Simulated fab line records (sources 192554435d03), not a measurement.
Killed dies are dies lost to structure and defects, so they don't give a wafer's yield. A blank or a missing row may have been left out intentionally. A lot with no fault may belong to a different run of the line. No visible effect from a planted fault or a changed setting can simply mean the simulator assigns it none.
A lot that was struck, set against a sound lot | flow n5Finfet | 37 out of 1938 route steps
Sound: these wafers, L636.2, L636.5, L636.6. Struck: wafer L646.6. (L646.5 of the same lot was not struck and is left out.) The cause comes at the end.
At each step with rows: each side's tool, then ch and its chambers, then its first start. Under that, the readings that differ: sound wafers | struck wafers | difference of the means | sigmas: that difference in standard deviations of wafers without a fault.
alike: words and numbers the same on both sides, and readings whose means are apart by under 2 such deviations; not compared: readings that were withheld, readings missing a value for some wafer, numbers with overlapping values and no deviation given by the record, and bounds like >300 which may hide the same value.
Wherever a step has rows on one side only, a row that says differs or no value, or a row with sigmas, the two part there. When numbers do not overlap yet have no deviation, they are printed without sigmas and do not part them. Lack of a reading on every wafer of one side parts them only where that side has two or more wafers.

first, 9 steps without rows for these wafers: N5_PMOS_HMC_CHANNEL_EPI_EPI_26 (deposits Si from SiH4/H2, target thk 3.8 nm, time 22.7 s); N5_FIN_SAQP_PRECLEAN_42 (cleans in O3/DIW, time 60 s); N5_FIN_SAQP_PRECLEAN_00 (cleans in SC1, time 60 s); N5_FIN_SAQP_PRECLEAN_44 (cleans in SC2, time 45 s); N5_FIN_SAQP_SRD_01 (time 30 s); N5_FIN_SAQP_ALD_61 (deposits SiO2, target thk 4 nm, pulse time 1 s, purge time 2 s); N5_FIN_SAQP_DENSIFY_62 (time 60 s); N5_FIN_SAQP_HM_DEP_03 (deposits SiNx from SiH4/NH3/N2, target thk 38 nm, time 33.6 s); N5_FIN_SAQP_PECVD_47 (deposits a-Si from SiH4/He, target thk 45 nm, time 36.3 s).
N5_FIN_SAQP_PECVD_48: deposits SiNx from SiH4/NH3/N2, target thk 25 nm, time 22.1 s.
  sound on pecvd-03 ch 0,1,2, day 3 02:56; struck on pecvd-03 ch 0, day 5 15:21
reading                                    | sound             | struck | difference | sigmas
model.SiNx_of_FIN_SAQP_PECVD_48.thkNm (nm) | 25.24 25.72 25.46 | 28.43  | +2.96      | 
  alike: heaterPowerW, showerheadPlenumPTorr, throttleValvePct
then, 16 steps without rows for these wafers: N5_FIN_SAQP_PECVD_06 (deposits a-Si from SiH4/He, target thk 60 nm, time 48.1 s); N5_FIN_SAQP_HM_DEP_72 (deposits SiO2 from SiH4/N2O, target thk 12 nm, time 7.2 s); N5_FIN_SAQP_COAT_49 (time 60 s, resist thk 100 nm); N5_FIN_SAQP_COAT_50 (time 60 s, resist thk 35 nm); N5_FIN_SAQP_COAT_10 (resist thk 90 nm); N5_FIN_SAQP_EBR_12; N5_FIN_SAQP_SOFTBAKE_11 (time 60 s); N5_FIN_SAQP_EXPOSE_13 (exposes mask FIN CORE, target cd 35.6 nm); N5_FIN_SAQP_PEB_14 (peb time 60 s); N5_FIN_SAQP_DEVELOP_15 (develop time 30 s); N5_FIN_SAQP_DESCUM_21 (chemistry O2, time 7.9 s); N5_FIN_SAQP_ETCH_51 (etches SiARC in CF4, target depth 45.5 nm, time 75.8 s); N5_FIN_SAQP_ETCH_52 (etches SOC in N2/H2, target depth 100 nm, overetch 20 nm, time 150 s); N5_FIN_SAQP_STRIP_53 (strips in N2/H2); N5_FIN_SAQP_HM_OPEN_73 (chemistry CHF3/O2, target SiO2, stops on a-Si, target depth 12 nm, time 16.8 s); N5_FIN_SAQP_STRIP_74 (strips in CHF3/O2).
N5_FIN_SAQP_MANDREL_ETCH_22: etches a-Si in HBr/Cl2, stops on SiNx, target depth 60 nm, bt time 10 s, time 30 s.
  sound on rieSi-04 ch 2,3, day 3 04:09; struck on rieSi-04 ch 0, day 5 16:14
reading                                    | sound          | struck | difference | sigmas
model.SiNx_of_FIN_SAQP_PECVD_48.thkNm (nm) | 25 25.49 25.37 | 28.39  | +3.10      | 
  alike: drypumpMotorCurrentA, mfcCl2Sccm, oesProductAu, throttleValvePct
  not compared: rfHoursCounterH
then, 7 steps without rows for these wafers: N5_FIN_SAQP_STRIP_55 (strips in N2/H2); N5_FIN_SAQP_STRIP_23 (strips in SPM, time 750 s); N5_FIN_SAQP_SRD_66 (time 30 s); N5_FIN_SAQP_RECESS_75 (chemistry HF/NH3, target SiO2, target depth 14.4 nm, afs cycles 3, sublimation time 60 s); N5_FIN_SAQP_SPACER1_ALD_24 (deposits SiO2, target thk 20.3 nm, pulse time 1 s, purge time 2 s); N5_FIN_SAQP_SPACER1_ETCHBACK_25 (etches SiO2 in CHF3/O2, target depth 24.4 nm, time 12.2 s); N5_FIN_SAQP_MANDREL1_REMOVE_56 (chemistry HBr/Cl2/O2, target a-Si, stops on SiNx, bt time 10 s).
N5_FIN_SAQP_ETCH_57: etches SiNx in CH3F/O2, target depth 32.5 nm, time 46.4 s.
  sound on rieDiel-02 ch 1,2,3, day 3 07:11; struck on rieDiel-02 ch 1, day 5 18:04
reading                 | sound          | struck | difference | sigmas
etchRfOnTimeS (s)       | 46.1 47.1 47.4 | 52.5   | +5.6       | +5
model.etch.depthNm (nm) | 25 25.49 25.37 | 28.39  | +3.10      | 
  alike: O2_flow_sccm, drypumpMotorCurrentA, oesProductAu, rfVppV, showerheadPlenumPTorr, throttleValvePct
  not compared: rfHoursCounterH
-- record jumps: 7 days separate the struck wafers' starts on either side; left off in module FIN_SAQP, taken up again in module BEOL_M4, whose first shown step is the route's number 1111 --
N5_BEOL_M4_RC_MEAS_101:
  sound on prober-02 ch 0, day 9 08:59; struck on prober-01 ch 0, day 12 18:16
  alike: DIBL_N, DIBL_P, IOFF_N, IOFF_P, ION_N, ION_P, SS_N, SS_P, VT_N, VT_P
then, 1 step without rows for these wafers: N5_PASSIVATION_PROBE_49.

## WHERE THEY PART
N5_FIN_SAQP_ETCH_57 only, going by this record. Later steps at which nothing parts them and some readings are alike: N5_BEOL_M4_RC_MEAS_101.

WHY: what had been put in by the simulator
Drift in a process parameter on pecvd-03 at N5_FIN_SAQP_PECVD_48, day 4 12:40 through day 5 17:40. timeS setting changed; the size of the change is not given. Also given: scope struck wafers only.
